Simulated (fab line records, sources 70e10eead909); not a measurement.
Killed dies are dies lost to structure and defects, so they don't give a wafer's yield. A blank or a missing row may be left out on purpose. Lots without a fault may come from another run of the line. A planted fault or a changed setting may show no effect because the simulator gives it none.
fab line records | flow nand_harc
record lots=24 wafers=72 last_day=34
route steps=1302 shown P_BONDPAD@385 A_ZERO_WELL@403 A_ONON_D1@433 A_CHANNEL_HOLE_D1@450 A_CHANNEL_FILL_D1@493
lots that met no fault: from a run of the same line without faults
start_h: hours from the record's first day to the start of the lot's first wafer shown | wait_h: hours since the lot's step before | " the same as in the row above | L1.1+2: a row that stands for several wafers | - no value, or no start given | * or withheld: withheld | < > ~ a bound
route shown NAME@n: a module of which the file shows steps, and the number in the route of the first | usual: mean/standard deviation of fault-free wafers | same: alike in all rows | chamber/n: place in a boat | sites: the reading at each site | _std_site: their standard deviation | _edge_site: outer sites' mean less inner sites' | radius_mm: how far each site lies from the wafer's centre | mask NAME#n: copy n | behind: the tool/chamber that last shaped the wafer | hold: why the lot was held/for how many hours/how that ended | device: the transistor (n, p or np) that didn't switch | end of line: the same wafers' tests at the end of the route | a step without rows: its recipe alone | killed: dies lost to structure and defects at the first sort, not the wafer's yield | map: a wafer's dies, x killed, . not, _ none there
set.NAME: the setting as run; set.NAME@STEP: as run at that earlier step | model.NAME: the simulator's own value behind a step, which no gauge read
steps of the route over a sample of lots; a table a step, a row a wafer
services: from which hour (start_h, from the record's first day; less than 0 if before it) a tool's chamber was out of use, for how many hours, and why
## steps
# step NHARC_P_BONDPAD_INSPECT_23
# usual raw_defect_count=322/100
# columns lot.wafer tool chamber start_h wait_h raw_defect_count
L074.1 defect_inspect-01 - 141.65 0.0 291
L074.2 " - " " 371
L074.5 " - " " 373
L075.3 defect_inspect-01 - 147.79 0.0 456
L075.5 " - " " 619
L075.6 " - " " 385
L076.1 defect_inspect-02 - 157.63 0.0 311
L076.2 " - " " 227
L076.3 " - " " 290
L077.2 defect_inspect-02 - 168.23 0.0 262
L077.3 " - " " 420
L077.6 " - " " 291
L079.3 defect_inspect-01 - 181.82 0.0 169
L079.4 " - " " 388
L079.5 " - " " 437
L078.2 defect_inspect-02 - 182.17 0.0 497
L078.4 " - " " 244
L078.5 " - " " 254
L080.3 defect_inspect-01 - 205.20 0.1 301
L080.5 " - " " 292
L080.6 " - " " 527
L081.1 defect_inspect-02 - 214.29 0.0 342
L081.3 " - " " 332
L081.4 " - " " 343
L082.1 defect_inspect-01 - 216.57 0.0 412
L082.5 " - " " 371
L082.6 " - " " 297
L083.1 defect_inspect-01 - 229.98 0.0 368
L083.5 " - " " 382
L083.6 " - " " 306
L084.1 defect_inspect-02 - 245.02 0.0 390
L084.3 " - " " 265
L084.6 " - " " 216
L085.1 defect_inspect-02 - 251.73 0.0 314
L085.3 " - " " 232
L085.5 " - " " 517
L086.1 defect_inspect-01 - 265.05 0.0 206
L086.4 " - " " 350
L086.5 " - " " 316
L088.1 defect_inspect-01 - 286.46 0.0 185
L088.4 " - " " 199
L088.5 " - " " 149
L087.1 defect_inspect-01 - 287.35 0.0 289
L087.2 " - " " 423
L087.3 " - " " 396
L090.1 defect_inspect-02 - 305.46 0.0 344
L090.2 " - " " 295
L090.3 " - " " 223
L089.3 defect_inspect-02 - 306.36 0.0 330
L089.5 " - " " 404
L089.6 " - " " 217
L091.1 defect_inspect-02 - 309.00 0.0 201
L091.5 " - " " 237
L091.6 " - " " 432
L092.1 defect_inspect-01 - 316.00 0.0 484
L092.2 " - " " 284
L092.5 " - " " 493
L093.2 defect_inspect-02 - 341.62 0.0 201
L093.4 " - " " 323
L093.6 " - " " 381
L094.1 defect_inspect-02 - 342.61 0.0 284
L094.3 " - " " 131
L094.4 " - " " 176
L095.1 defect_inspect-02 - 347.81 0.0 311
L095.3 " - " " 296
L095.4 " - " " 419
L096.1 defect_inspect-01 - 359.66 0.0 196
L096.4 " - " " 297
L096.6 " - " " 200
L097.1 defect_inspect-02 - 374.69 0.1 214
L097.2 " - " " 332
L097.5 " - " " 296
# step NHARC_A_ZERO_WELL_DESCUM_12
# recipe time_s=3 o2_flow_sccm=200 ar_flow_sccm=0 bias_power_w=0 chemistry=O2
# usual drypump_motor_current_A=5.6/0.57 oes_product_au=1.000/0.0098 rf_vpp_V=57.9/0.8 showerhead_plenum_p_Torr=1.94/0.088 throttle_valve_pct=11.310/0.01
# columns lot.wafer tool chamber start_h wait_h drypump_motor_current_A oes_product_au rf_hours_counter_h rf_vpp_V showerhead_plenum_p_Torr throttle_valve_pct
L074.2 rie_diel-07 1 143.13 - 5.4 1.009 1 57.0 1.86 11.310
L074.1 " 0 " " 5.1 0.998 1 57.8 1.98 11.313
L074.5 " 1 " " 5.4 1.009 - 57.1 1.86 11.311
L075.3 rie_diel-07 1 149.37 - 5.4 1.017 1 57.5 1.86 11.300
L075.5 " 2 " " 6.5 0.986 - 57.6 1.93 11.291
L075.6 " 3 " " 5.0 1.009 - 58.2 2.05 11.309
L076.1 rie_diel-09 1 159.12 - 6.3 1.002 1 57.9 1.82 11.295
L076.3 " 3 " " 5.7 0.991 1 57.4 1.90 11.328
L076.2 " 0 " " 5.1 1.006 1 59.0 2.05 11.319
L077.2 rie_diel-09 1 169.70 - 6.3 0.996 3 57.6 1.82 11.299
L077.3 " 2 " " 6.0 0.987 3 58.0 1.77 11.315
L077.6 " 1 " " 6.3 0.997 - 60.1 1.82 11.313
L079.4 rie_diel-07 1 183.30 - 5.4 1.014 2 56.7 1.86 11.316
L079.3 " 2 " " 6.5 1.003 2 57.9 1.93 11.303
L079.5 " 0 " " 5.1 1.006 - 59.0 1.98 11.314
L078.2 rie_diel-09 0 183.64 - 5.2 1.000 5 59.4 2.05 11.319
L078.4 " 2 " " 6.0 1.003 5 57.2 1.77 11.310
L078.5 " 0 " " 5.2 1.002 - 58.0 2.05 11.292
L080.3 rie_diel-09 0 206.69 - 5.2 1.000 11 60.1 2.05 11.316
L080.5 " 2 " " 6.0 0.993 - 58.7 1.77 11.315
L080.6 " 3 " " 5.7 1.001 - 57.4 1.90 11.300
L081.1 rie_diel-07 0 215.75 - 5.1 1.003 2 57.8 1.98 11.310
L081.4 " 2 " " 6.5 0.988 2 58.4 1.93 11.313
L081.3 " 3 " " 5.1 0.997 2 57.9 2.05 11.314
L082.1 rie_diel-07 1 218.02 - 5.4 1.023 3 58.0 1.86 11.325
L082.5 " 1 " " 5.4 1.009 - 59.8 1.86 11.313
L082.6 " 2 " " 6.5 0.991 - 57.6 1.93 11.292
L083.1 rie_diel-07 3 231.45 - 5.1 0.997 3 58.9 2.05 11.301
L083.6 " 0 " " 5.0 1.002 - 58.1 1.98 11.316
L083.5 " 3 " " 5.1 1.014 - 57.5 2.05 11.322
L084.1 rie_diel-07 1 246.37 - 5.4 1.008 3 58.1 1.86 11.303
L084.3 " 3 " " 5.0 0.998 4 59.3 2.05 11.305
L084.6 " 0 " " 5.1 1.001 - 57.5 1.98 11.310
L085.3 rie_diel-07 1 253.31 - 5.4 1.007 3 57.8 1.86 11.297
L085.1 " 3 " " 5.0 0.988 4 59.5 2.05 11.339
L085.5 " 1 " " 5.4 1.015 - 57.7 1.86 11.321
L086.1 rie_diel-07 3 266.54 - 5.0 1.003 4 57.5 2.05 11.302
L086.4 " 0 " " 5.1 0.989 4 57.5 1.98 11.306
L086.5 " 0 " " 5.1 0.994 - 56.9 1.98 11.312
L088.1 rie_diel-09 1 287.99 - 6.3 1.004 11 57.6 1.82 11.313
L088.4 " 3 " " 5.7 0.991 14 57.3 1.90 11.323
L088.5 " 0 " " 5.2 0.997 - 57.1 2.04 11.313
L087.2 rie_diel-07 0 288.82 - 5.1 1.004 5 58.6 1.98 11.309
L087.3 " 1 " " 5.4 1.015 4 58.2 1.86 11.313
L087.1 " 2 " " 6.5 0.996 5 58.2 1.93 11.321
L090.3 rie_diel-07 3 306.81 - 5.0 1.013 0 58.5 2.05 11.323
L090.1 " 1 " " 5.4 1.021 0 58.0 1.86 11.315
L090.2 " 2 " " 6.5 0.989 0 57.2 1.93 11.306
L089.3 rie_diel-07 2 307.82 - 6.5 0.994 0 58.3 1.93 11.296
L089.6 " 2 " " 6.5 0.984 - 58.1 1.93 11.308
L089.5 " 3 " " 5.1 0.994 - 58.0 2.05 11.327
L091.1 rie_diel-07 0 310.35 - 5.0 1.005 0 58.5 1.98 11.307
L091.5 " 3 " " 5.0 0.995 - 57.4 2.05 11.308
L091.6 " 0 " " 5.1 1.011 - 58.3 1.98 11.310
L092.1 rie_diel-09 2 317.48 - 6.0 1.000 19 57.0 1.77 11.322
L092.2 " 0 " " 5.2 1.006 20 59.0 2.04 11.325
L092.5 " 3 " " 5.7 0.998 - 58.2 1.90 11.332
L093.2 rie_diel-07 3 343.11 - 5.0 1.006 1 56.7 2.05 11.322
L093.4 " 0 " " 5.0 1.005 1 57.2 1.98 11.287
L093.6 " 1 " " 5.4 1.014 - 59.4 1.86 11.307
L094.1 rie_diel-07 2 344.08 - 6.5 0.981 1 57.4 1.93 11.281
L094.3 " 3 " " 5.0 0.992 1 57.6 2.05 11.327
L094.4 " 1 " " 5.4 1.005 1 56.5 1.86 11.313
L095.3 rie_diel-07 0 349.18 - 5.1 1.002 1 57.1 1.98 11.311
L095.4 " 1 " " 5.4 1.009 1 57.3 1.86 11.312
L095.1 " 2 " " 6.5 0.970 2 58.5 1.93 11.325
L096.1 rie_diel-09 1 361.13 - 6.3 0.998 5 58.3 1.81 11.310
L096.4 " 2 " " 6.0 1.003 7 56.9 1.77 11.300
L096.6 " 1 " " 6.3 1.002 - 57.6 1.81 11.322
L097.1 rie_diel-07 0 376.04 - 5.0 1.020 2 58.9 1.98 11.291
L097.2 " 1 " " 5.4 1.017 2 57.2 1.86 11.320
L097.5 " 3 " " 5.0 1.009 - 57.8 2.05 11.318
# step NHARC_A_ONON_D1_THK_MEAS_14
# recipe thk_meas_gauge=ellipsometry
# usual thk_nm=995/11
# columns lot.wafer tool chamber start_h wait_h thk_nm
L074.1 film_metro-02 - 168.62 - 1007
L074.2 " - " " 1008
L074.5 " - " " 1009
L075.3 film_metro-02 - 173.53 - 982
L075.5 " - " " 982
L075.6 " - " " 981
L076.1 film_metro-02 - 183.41 - 999
L076.2 " - " " 1000
L076.3 " - " " 998
L077.2 film_metro-01 - 193.40 - 997
L077.3 " - " " 996
L077.6 " - " " 998
L079.3 film_metro-02 - 207.67 - 972
L079.4 " - " " 972
L079.5 " - " " 973
L078.2 film_metro-01 - 207.68 - 1004
L078.4 " - " " 1004
L078.5 " - " " 1005
L080.3 film_metro-02 - 231.81 - 988
L080.5 " - " " 991
L080.6 " - " " 991
L081.1 film_metro-01 - 240.92 - 1012
L081.3 " - " " 1013
L081.4 " - " " 1015
L082.1 film_metro-01 - 241.13 - 995
L082.5 " - " " 995
L082.6 " - " " 994
L083.1 film_metro-01 - 257.07 - 1011
L083.5 " - " " 1010
L083.6 " - " " 1009
L084.1 film_metro-01 - 274.46 - 1008
L084.3 " - " " 1008
L084.6 " - " " 1008
L085.1 film_metro-01 - 280.19 - 988
L085.3 " - " " 987
L085.5 " - " " 989
L086.1 film_metro-02 - 290.59 - 1009
L086.4 " - " " 1011
L086.5 " - " " 1010
L087.1 film_metro-01 - 311.98 - 990
L087.2 " - " " 989
L087.3 " - " " 991
L088.1 film_metro-02 - 311.99 - 993
L088.4 " - " " 995
L088.5 " - " " 991
L090.1 film_metro-02 - 330.77 - 990
L090.2 " - " " 990
L090.3 " - " " 991
L089.3 film_metro-01 - 330.79 - 989
L089.5 " - " " 990
L089.6 " - " " 992
L091.1 film_metro-02 - 334.43 - 981
L091.5 " - " " 978
L091.6 " - " " 981
L092.1 film_metro-01 - 342.47 - 985
L092.2 " - " " 983
L092.5 " - " " 985
L094.1 film_metro-02 - 367.14 - 984
L094.3 " - " " 986
L094.4 " - " " 983
L093.2 film_metro-01 - 367.14 - 999
L093.4 " - " " 998
L093.6 " - " " 999
L095.1 film_metro-01 - 375.80 - 995
L095.3 " - " " 993
L095.4 " - " " 993
L096.1 film_metro-01 - 384.82 - 986
L096.4 " - " " 988
L096.6 " - " " 986
L097.1 film_metro-02 - 401.48 - 1005
L097.2 " - " " 1004
L097.5 " - " " 1005
# step NHARC_A_CHANNEL_HOLE_D1_DEP_00
# recipe target_thk_a=31000 temp_c=400 material=aC
# usual throttle_valve_pct=34.999/0.0098
# columns lot.wafer tool chamber start_h wait_h throttle_valve_pct
L074.1 acl_dep-03 0 180.97 1.1 34.989
L074.2 " 0 " " 34.997
L074.5 " 0 " " 35.000
L075.3 acl_dep-01 0 185.30 1.1 34.994
L075.5 " 0 " " 34.995
L075.6 " 0 " " 34.986
L076.1 acl_dep-03 0 195.50 1.2 35.014
L076.2 " 0 " " 35.010
L076.3 " 0 " " 35.001
L077.2 acl_dep-01 0 206.57 2.6 34.992
L077.3 " 0 " " 34.995
L077.6 " 0 " " 34.990
L078.2 acl_dep-02 0 220.66 2.2 35.010
L078.4 " 0 " " 35.008
L078.5 " 0 " " 35.010
L079.3 acl_dep-01 0 220.94 2.5 34.995
L079.4 " 0 " " 34.994
L079.5 " 0 " " 35.010
L080.3 acl_dep-01 0 243.17 0.7 34.980
L080.5 " 0 " " 34.994
L080.6 " 0 " " 34.990
L082.1 acl_dep-03 0 255.39 2.8 35.008
L082.5 " 0 256.65 4.0 35.007
L082.6 " 0 " " 34.991
L081.1 acl_dep-01 0 256.36 3.6 35.007
L081.3 " 0 " " 34.974
L081.4 " 0 " " 34.995
L083.1 acl_dep-03 0 270.71 0.1 34.998
L083.5 " 0 271.95 1.3 35.015
L083.6 " 0 " " 34.985
L084.1 acl_dep-01 0 286.87 1.5 34.980
L084.3 " 0 " " 34.994
L084.6 " 0 " " 34.991
L085.1 acl_dep-02 0 291.52 0.7 35.009
L085.3 " 0 " " 34.988
L085.5 " 0 " " 34.992
L086.1 acl_dep-01 0 304.48 3.3 34.994
L086.4 " 0 " " 35.010
L086.5 " 0 " " 35.006
L087.1 acl_dep-02 0 324.53 2.0 34.995
L087.2 " 0 " " 34.992
L087.3 " 0 " " 35.000
L088.1 acl_dep-03 0 325.54 3.0 34.994
L088.4 " 0 " " 34.995
L088.5 " 0 " " 35.017
L089.3 acl_dep-03 0 343.24 0.7 34.989
L089.5 " 0 " " 35.006
L089.6 " 0 " " 34.999
L090.1 acl_dep-01 0 343.39 0.8 35.003
L090.2 " 0 " " 35.018
L090.3 " 0 " " 34.993
L091.1 acl_dep-02 0 343.89 1.1 35.005
L091.5 " 0 345.13 2.3 35.019
L091.6 " 0 " " 34.994
L092.1 acl_dep-03 0 353.16 0.1 34.985
L092.2 " 0 " " 34.999
L092.5 " 0 " " 34.988
L093.2 acl_dep-02 0 382.73 4.9 35.014
L093.4 " 0 " " 34.975
L093.6 " 0 " " 35.002
L094.1 acl_dep-02 0 384.27 6.2 35.015
L094.3 " 0 " " 34.996
L094.4 " 0 " " 34.997
L095.1 acl_dep-03 0 387.57 1.4 34.990
L095.3 " 0 " " 35.002
L095.4 " 0 " " 34.981
L096.1 acl_dep-02 0 395.46 0.1 34.995
L096.4 " 0 " " 34.996
L096.6 " 0 " " 35.003
L097.1 acl_dep-03 0 412.63 0.5 35.000
L097.2 " 0 " " 34.986
L097.5 " 0 " " 34.989
# step NHARC_A_CHANNEL_HOLE_D1_ETCH_34
# recipe target_depth_a=1540 time_s=77 cf4_flow_sccm=100 chf3_flow_sccm=30 ar_flow_sccm=0 rf_w=500 bias_w=200 chemistry=CF4/CHF3
# usual drypump_motor_current_A=5.8/0.39 oes_product_au=0.946/0.025 rf_vpp_V=370.2/2.5 showerhead_plenum_p_Torr=1.56/0.07 throttle_valve_pct=16.804/0.009
# columns lot.wafer tool chamber start_h wait_h drypump_motor_current_A oes_product_au rf_hours_counter_h rf_vpp_V showerhead_plenum_p_Torr throttle_valve_pct
L074.1 rie_diel-02 1 - - 5.5 0.917 11 374.0 1.62 16.797
L074.2 " 2 " " 5.5 0.909 10 369.7 1.52 16.808
L074.5 " 1 " " 5.5 0.921 - 371.4 1.62 16.804
L075.3 rie_diel-02 0 - - 6.1 0.918 12 368.2 1.48 16.814
L075.5 " 1 " " 5.5 0.920 - 371.7 1.62 16.810
L075.6 " 2 " " 5.5 0.913 - 367.9 1.52 16.806
L076.1 rie_diel-02 1 - - 5.6 0.926 13 371.4 1.62 16.795
L076.3 " 2 " " 5.6 0.921 12 367.5 1.52 16.818
L076.2 " 0 " " 6.2 0.914 13 368.5 1.48 16.802
L077.3 rie_diel-02 3 - - 5.4 0.928 14 376.0 1.67 16.803
L077.2 " 0 " " 6.2 0.917 15 369.2 1.48 16.803
L077.6 " 2 " " 5.5 0.925 - 368.7 1.52 16.805
L078.2 rie_diel-11 2 - - 6.6 0.948 45 367.6 1.56 16.799
L078.4 " 3 " " 6.1 0.934 51 371.8 1.61 16.814
L078.5 " 2 " " 6.6 0.955 - 371.4 1.56 16.809
L079.4 rie_diel-11 0 - - 6.2 0.941 50 367.5 1.49 16.797
L079.3 " 1 " " 6.2 0.946 44 371.9 1.55 16.824
L079.5 " 3 " " 6.1 0.930 - 372.0 1.61 16.809
L080.3 rie_diel-02 3 - - 5.4 0.965 1 372.3 1.67 16.816
L080.6 " 1 " " 5.5 0.985 - 371.9 1.62 16.810
L080.5 " 2 " " 5.5 0.967 - 369.5 1.52 16.797
L082.1 rie_diel-02 2 - - 5.5 0.959 3 367.0 1.52 16.794
L082.6 " 3 " " 5.4 0.957 - 373.9 1.67 16.810
L082.5 " 0 " " 6.1 0.966 - 366.1 1.48 16.807
L081.3 rie_diel-02 2 - - 5.5 0.965 3 369.1 1.52 16.810
L081.4 " 3 " " 5.4 0.987 3 374.2 1.67 16.814
L081.1 " 1 " " 5.5 0.965 4 370.9 1.62 16.809
L083.1 rie_diel-02 3 - - 5.4 0.956 4 373.2 1.67 16.812
L083.5 " 1 " " 5.5 0.982 - 371.8 1.62 16.792
L083.6 " 2 " " 5.5 0.990 - 370.0 1.52 16.800
L084.1 rie_diel-02 0 - - 6.2 0.916 6 366.9 1.48 16.802
L084.3 " 1 " " 5.5 0.934 6 373.0 1.62 16.817
L084.6 " 3 " " 5.4 0.918 - 373.6 1.67 16.795
L085.3 rie_diel-02 3 - - 5.4 0.929 6 374.3 1.67 16.799
L085.1 " 2 " " 5.5 0.928 7 367.7 1.52 16.794
L085.5 " 3 " " 5.4 0.930 - 373.7 1.67 16.788
L086.4 rie_diel-02 2 - - 5.5 0.931 8 368.4 1.52 16.801
L086.1 " 3 " " 5.4 0.929 8 375.3 1.67 16.805
L086.5 " 3 " " 5.4 0.923 - 374.5 1.67 16.801
L087.1 rie_diel-02 1 - - 5.5 0.932 9 372.8 1.62 16.812
L087.2 " 2 " " 5.5 0.940 9 368.4 1.52 16.798
L087.3 " 3 " " 5.4 0.927 9 373.2 1.67 16.787
L088.1 rie_diel-02 0 - - 6.2 0.916 10 366.9 1.48 16.811
L088.4 " 2 " " 5.5 0.936 10 368.6 1.52 16.808
L088.5 " 1 " " 5.5 0.930 - 372.7 1.62 16.813
L089.3 rie_diel-02 2 - - 5.5 0.984 11 368.6 1.52 16.812
L089.5 " 0 " " 6.1 0.957 - 368.3 1.48 16.803
L089.6 " 1 " " 5.5 0.970 - 373.1 1.62 16.806
L090.3 rie_diel-11 1 - - 6.2 0.973 27 368.4 1.54 16.783
L090.1 " 2 " " 6.6 0.986 26 369.5 1.56 16.820
L090.2 " 0 " " 6.2 0.955 28 368.4 1.48 16.796
L091.1 rie_diel-02 1 - - 5.5 0.917 11 372.8 1.62 16.814
L091.5 " 0 " " 6.2 0.911 - 368.3 1.48 16.808
L091.6 " 1 " " 5.5 0.922 - 370.6 1.62 16.799
L092.2 rie_diel-11 2 - - 6.6 0.928 31 369.7 1.55 16.818
L092.1 " 3 " " 6.1 0.921 33 370.7 1.60 16.817
L092.5 " 1 " " 6.1 0.921 - 369.3 1.54 16.791
L093.4 rie_diel-11 0 - - 6.2 0.951 42 367.2 1.48 16.817
L093.2 " 3 " " 6.1 0.955 40 372.5 1.60 16.806
L093.6 " 1 " " 6.2 0.975 - 370.0 1.54 16.816
L094.3 rie_diel-02 2 - - 5.5 0.933 15 369.5 1.51 16.786
L094.1 " 3 " " 5.4 0.926 15 373.1 1.67 16.809
L094.4 " 0 " " 6.1 0.917 15 366.1 1.48 16.803
L095.4 rie_diel-02 3 - - 5.4 0.977 16 374.4 1.67 16.808
L095.1 " 0 " " 6.1 0.970 16 368.8 1.48 16.796
L095.3 " 2 " " 5.6 0.973 15 368.1 1.51 16.788
L096.4 rie_diel-11 1 - - 6.2 0.978 46 369.3 1.54 16.817
L096.1 " 3 " " 6.1 0.963 47 371.2 1.59 16.800
L096.6 " 2 " " 6.6 0.979 - 369.6 1.55 16.797
L097.2 rie_diel-02 0 - - 6.1 0.966 1 367.2 1.48 16.800
L097.1 " 2 " " 5.5 0.973 1 369.2 1.51 16.825
L097.5 " 0 " " 6.1 0.963 - 367.1 1.48 16.803
# step NHARC_A_CHANNEL_FILL_D1_ALD_03
# recipe target_thk_a=60 pulse_time_s=60 ald_cycles=58 temp_c=630 pressure_torr=2 material=SiNx
# usual chamber_pressure_Torr=2.001/0.0046 precursor_pulse_height_rel=0.999/0.021
# columns lot.wafer tool chamber start_h wait_h chamber_pressure_Torr precursor_pulse_height_rel
L074.1 ald_sin_batch-03 0 - - 2.004 1.013
L074.2 " 0 " " 1.993 1.011
L074.5 " 0 " " 2.005 0.995
L075.3 ald_sin_batch-01 0 - - 1.995 0.969
L075.5 " 0 " " 2.002 0.997
L075.6 " 0 " " 1.999 1.013
L076.1 ald_sin_batch-03 0 - - 2.003 0.974
L076.2 " 0 " " 2.002 1.003
L076.3 " 0 " " 2.001 0.984
L077.2 ald_sin_batch-03 0 - - 2.005 1.011
L077.3 " 0 " " 1.999 1.006
L077.6 " 0 " " 1.998 1.012
L078.2 ald_sin_batch-01 0 - - 2.000 1.015
L078.4 " 0 " " 2.002 0.970
L078.5 " 0 " " 1.992 1.016
L079.3 ald_sin_batch-01 0 - - 1.997 0.976
L079.4 " 0 " " 1.999 0.994
L079.5 " 0 " " 1.999 1.005
L080.3 ald_sin_batch-03 0 - - 2.004 0.990
L080.5 " 0 " " 2.003 1.028
L080.6 " 0 " " 2.004 0.985
L082.1 ald_sin_batch-03 0 - - 1.997 1.035
L082.5 " 0 " " 1.997 1.001
L082.6 " 0 " " 1.995 0.963
L081.1 ald_sin_batch-01 0 - - 2.002 1.020
L081.3 " 0 " " 2.001 1.020
L081.4 " 0 " " 2.008 0.981
L083.1 ald_sin_batch-01 0 - - 2.001 1.009
L083.5 " 0 " " 1.993 1.000
L083.6 " 0 " " 1.999 0.994
L084.1 ald_sin_batch-03 0 - - 2.004 1.041
L084.3 " 0 " " 2.007 1.006
L084.6 " 0 " " 2.002 0.970
L085.1 ald_sin_batch-01 0 - - 1.997 1.009
L085.3 " 0 " " 1.994 1.021
L085.5 " 0 " " 1.997 0.993
L086.1 ald_sin_batch-01 0 - - 2.009 0.982
L086.4 " 0 " " 1.999 1.009
L086.5 " 0 " " 2.009 1.025
L087.1 ald_sin_batch-02 0 - - 1.995 0.976
L087.2 " 0 " " 1.999 1.018
L087.3 " 0 " " 2.004 0.985
L088.1 ald_sin_batch-02 0 - - 2.003 1.027
L088.4 " 0 " " 2.007 0.993
L088.5 " 0 " " 2.003 1.013
L089.3 ald_sin_batch-02 0 - - 1.994 1.006
L089.5 " 0 " " 2.001 1.035
L089.6 " 0 " " 2.004 0.990
L090.1 ald_sin_batch-02 0 - - 2.011 1.009
L090.2 " 0 " " 2.009 0.985
L090.3 " 0 " " 2.004 1.015
L091.1 ald_sin_batch-02 0 - - 2.003 0.970
L091.5 " 0 " " 2.006 0.970
L091.6 " 0 " " 2.000 0.990
L092.1 ald_sin_batch-01 0 - - 2.001 0.993
L092.2 " 0 " " 2.001 0.977
L092.5 " 0 " " 1.997 1.002
L093.2 ald_sin_batch-01 0 - - 2.003 1.011
L093.4 " 0 " " 2.008 0.986
L093.6 " 0 " " 1.997 0.991
L094.1 ald_sin_batch-02 0 - - 2.003 1.019
L094.3 " 0 " " 2.006 0.966
L094.4 " 0 " " 2.012 1.032
L095.1 ald_sin_batch-02 0 - - 2.000 0.984
L095.3 " 0 " " 2.002 1.010
L095.4 " 0 " " 2.000 0.984
L096.1 ald_sin_batch-02 0 - - 2.008 0.997
L096.4 " 0 " " 2.003 1.007
L096.6 " 0 " " 2.004 0.992
L097.1 ald_sin_batch-03 0 - - 1.994 1.042
L097.2 " 0 " " 1.995 0.987
L097.5 " 0 " " 1.994 1.012
## services
# columns tool chamber start_h hours kind
acl_dep-03 - 120.76 13.0 pm
acl_dep-01 - 139.48 9.6 repair
rie_diel-09 - 143.14 9.0 pm
ald_sin_batch-02 - 153.78 14.2 repair
acl_dep-01 - 172.56 2.3 repair
rie_diel-07 2 178.74 2.4 repair
acl_dep-01 - 186.56 13.0 pm
ald_sin_batch-01 - 191.33 2.2 repair
rie_diel-09 1 194.09 8.9 repair
rie_diel-09 - 213.16 62.6 repair
rie_diel-02 - 216.70 9.0 pm
rie_diel-07 1 220.21 19.6 repair
acl_dep-02 - 246.42 13.0 pm
rie_diel-07 0 248.40 2.5 repair
rie_diel-02 1 253.46 3.1 repair
ald_sin_batch-02 - 266.00 26.0 pm
rie_diel-07 1 282.79 3.9 repair
rie_diel-07 - 294.20 9.0 pm
acl_dep-03 - 302.89 13.0 pm
rie_diel-07 - 313.94 1.2 repair
rie_diel-07 - 347.35 0.1 repair
acl_dep-03 - 367.50 9.4 repair
acl_dep-01 - 367.56 13.0 pm
rie_diel-02 - 393.70 9.0 pm
## key
fault none
